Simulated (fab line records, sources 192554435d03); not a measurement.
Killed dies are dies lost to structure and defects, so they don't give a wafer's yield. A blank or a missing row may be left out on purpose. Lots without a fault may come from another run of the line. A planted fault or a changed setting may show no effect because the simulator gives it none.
One fault seen from 2 desks | flow n5_finfet | each desk has only its own numbers; what lay behind them comes last

THE TOOL OWNER'S DESK: litho_track-05
The tool's own readings at N5_BEOL_M0_SAQP_COAT_72 (time 60 s, resist thk 15 nm): means of the sampled wafers that have a number, for each lot that ran on this tool. A lot is out of limits, marked OUT, if its mean lies more than 4 standard deviations from the usual mean; the brackets give that distance.
Columns: A = chill_plate_temp_C at N5_BEOL_M0_SAQP_COAT_72, usual 22.98 C; B = exhaust_pa at N5_BEOL_M0_SAQP_COAT_72, usual 45.1 Pa; C = spin_speed_rpm at N5_BEOL_M0_SAQP_COAT_72, usual 1499.8 rpm
lot  | first seen here | A     | B    | C
L133 | day 5 23:46     | 23.02 | 45.9 | 1499.2
L138 | day 7 09:04     | 22.98 | 45.2 | 1501.5
L149 | day 10 02:29    | 22.99 | 45.2 | 1765.0 (+99 or more) OUT
L151 | day 10 14:45    | 22.93 | 45.4 | 1764.9 (+99 or more) OUT
This desk's finding: out of limits on L149, L151; first on L149, day 10 02:29 (spin_speed_rpm at N5_BEOL_M0_SAQP_COAT_72). In limits: L133, L138.

THE METROLOGY DESK
What the gauges read, lot by lot, whatever tool the lot ran on: means of the sampled wafers that have a number. A lot is out of limits, marked OUT, if its mean lies more than 4 standard deviations from the usual mean; the brackets give that distance. Of its 10 readings 7 are shown: those that lie furthest out on some lot.
Columns: A = DIBL_N at N5_BEOL_M4_RC_MEAS_101, usual 36.2 mV/V; B = DIBL_P at N5_BEOL_M4_RC_MEAS_101, usual 36.5 mV/V; C = ION_N at N5_BEOL_M4_RC_MEAS_101, usual 675 uA/um; D = ION_P at N5_BEOL_M4_RC_MEAS_101, usual 463 uA/um; E = SS_N at N5_BEOL_M4_RC_MEAS_101, usual 71.6 mV/dec; F = VT_N at N5_BEOL_M4_RC_MEAS_101, usual 250 mV; G = VT_P at N5_BEOL_M4_RC_MEAS_101, usual -250 mV
lot  | first seen here | A    | B    | C   | D   | E    | F   | G
L133 | day 8 01:12     | 34.4 | 33.7 | 656 | 457 | 70.9 | 253 | -251
L137 | day 9 08:58     | 36.2 | 36.8 | 680 | 465 | 72.2 | 247 | -248
L138 | day 9 22:13     | 38.8 | 40.2 | 695 | 478 | 71.5 | 250 | -248
L145 | day 11 16:50    | 36.1 | 37.2 | 678 | 465 | 71.2 | 250 | -253
L148 | day 12 16:28    | 37.5 | 37.4 | 688 | 461 | 72.0 | 245 | -249
L149 | day 12 21:07    | 37.3 | 36.9 | 683 | 472 | 72.2 | 246 | -245
L151 | day 12 22:52    | 36.1 | 36.8 | 679 | 469 | 71.6 | 247 | -247
L150 | day 13 01:37    | 34.8 | 35.0 | 678 | 472 | 71.1 | 248 | -244
L154 | day 14 09:05    | 34.3 | 35.6 | 675 | 460 | 71.6 | 248 | -251
This desk's finding: nothing out of limits on any of the 9 lots.

PUT TOGETHER
The tool owner's desk could have raised an alarm at day 10 02:29, on L149, L151.
The metrology desk saw nothing out of limits.
The metrology desk has L149, L151 on record, within its limits.
Of the lots named, all ran N5_BEOL_M0_SAQP_COAT_72 on litho_track-05.

WHAT THE SIMULATOR HAD PUT IN
Process parameter drift: litho_track-05, from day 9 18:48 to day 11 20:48, at N5_BEOL_M0_SAQP_COAT_72. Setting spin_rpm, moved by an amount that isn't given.
Lots struck among those shown: L149, L151.
Hours from the fault's start to each desk's first reading out of limits: the tool owner's desk, 8.
